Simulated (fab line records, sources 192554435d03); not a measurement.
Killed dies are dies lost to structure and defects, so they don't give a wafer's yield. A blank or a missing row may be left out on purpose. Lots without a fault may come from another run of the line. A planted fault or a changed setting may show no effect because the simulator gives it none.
Chamber matching | flow n5_finfet | N5_BEOL_M4_CO_CAP_55 on cvd_co-01: 3 sister chambers
The step material Co, precursor CCTBA/H2, target thk 2 nm, time 102.1 s. 22 wafers are shown with their chamber, then 11 later ones without.

WAFERS WITH THEIR CHAMBER
wafer  | chamber | heater_power_w (W)
L076.1 | 1       | 244
L076.4 | 0       | 252
L076.6 | 2       | 219
L075.1 | 0       | 247
L075.3 | 1       | 243
L075.5 | 1       | 247
L077.2 | 2       | 221
L077.5 | 1       | 241
L077.6 | 0       | 250
L081.2 | 2       | 225
L081.4 | 2       | 218
L081.5 | 1       | 238
L086.2 | 0       | 245
L086.4 | 1       | 240
L086.6 | 0       | 248
L087.1 | 0       | 239
L087.3 | 0       | 242
L087.5 | 0       | 246
L088.1 | 0       | 238
L088.2 | 2       | 222
L088.4 | 2       | 225
L089.2 | 2       | 227

SIGNATURES (means of the wafers above)
reading        | chamber 0 | chamber 1 | chamber 2 | scatter within a chamber
heater_power_w | 245.22    | 242.17    | 222.43    | 3.97
Rule: a wafer's distance from a chamber is the root of the sum, over the readings, of the square of ((its reading less the chamber's mean) divided by the reading's scatter). The wafer belongs to the nearest chamber; if the next one is less than 2 further off, it can't be placed. The scatter: the root of (the sum of the squares of (reading less its chamber's mean) over the shown wafers, divided by (wafers less chambers)).

WAFERS WITHOUT THEIR CHAMBER
wafer  | heater_power_w (W)
L089.3 | 244
L089.5 | 227
L090.2 | 228
L090.3 | 246
L090.4 | 242
L091.3 | 241
L091.4 | 245
L091.6 | 219
L092.1 | 249
L092.2 | 224
L092.5 | 228

WHICH CHAMBER EACH WENT THROUGH
wafer  | from the rows above     | in truth
L089.3 | can't be placed: 0 or 1 | 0
L089.5 | 2                       | 2
L090.2 | 2                       | 2
L090.3 | can't be placed: 0 or 1 | 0
L090.4 | can't be placed: 1 or 0 | 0
L091.3 | can't be placed: 1 or 0 | 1
L091.4 | can't be placed: 0 or 1 | 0
L091.6 | 2                       | 2
L092.1 | can't be placed: 0 or 1 | 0
L092.2 | 2                       | 2
L092.5 | 2                       | 2
Placed correctly: 5 of 11. Can't be placed from these rows: 6 (the true chamber is among the candidates in 6). Placed wrongly: 0.
